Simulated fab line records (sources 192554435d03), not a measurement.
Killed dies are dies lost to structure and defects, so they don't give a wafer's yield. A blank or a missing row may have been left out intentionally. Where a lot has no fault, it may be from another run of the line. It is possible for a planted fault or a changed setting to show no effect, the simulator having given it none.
Chamber matching    flow n5Finfet    4 sister chambers for N5_BEOL_M10_ETCH_65 on rieDiel-01
The step etches SiARC in CF4, target depth 39 nm, time 65 s. 4 wafers are shown with their chamber, then 6 later ones without.

WAFERS, EACH WITH ITS CHAMBER
wafer   chamber  drypumpMotorCurrentA (A)
L306.4  1        5.3
L314.1  2        5.6
L323.4  0        5.2
L323.6  3        6.1

WAFERS WITHOUT THEIR CHAMBER
wafer   drypumpMotorCurrentA (A)
L327.1  5.6
L327.2  5.2
L327.3  6.1
L328.3  5.5
L328.5  5.2
L328.6  5.3

WHICH CHAMBER EACH WENT THROUGH
wafer   from the rows above  in truth
L327.1  2                    2
L327.2  0                    0
L327.3  3                    3
L328.3  2                    2
L328.5  0                    0
L328.6  1                    1
Placed correctly: 6 of 6. Not placeable from these rows: 0. 0 placed wrongly.
How it was worked out, from the rows above alone: a wafer's distance from a chamber is the root of the sum, over the readings, of the square of ((its reading less the chamber's mean) divided by the reading's scatter). If the next closest chamber is less than 2 further off than the closest, the wafer can't be placed; otherwise it belongs to the closest. A chamber's mean is the mean of its shown wafers. The scatter (one wafer shown for each chamber): square how far every hidden wafer sits from the nearest shown wafer, average those squares and take the square root.
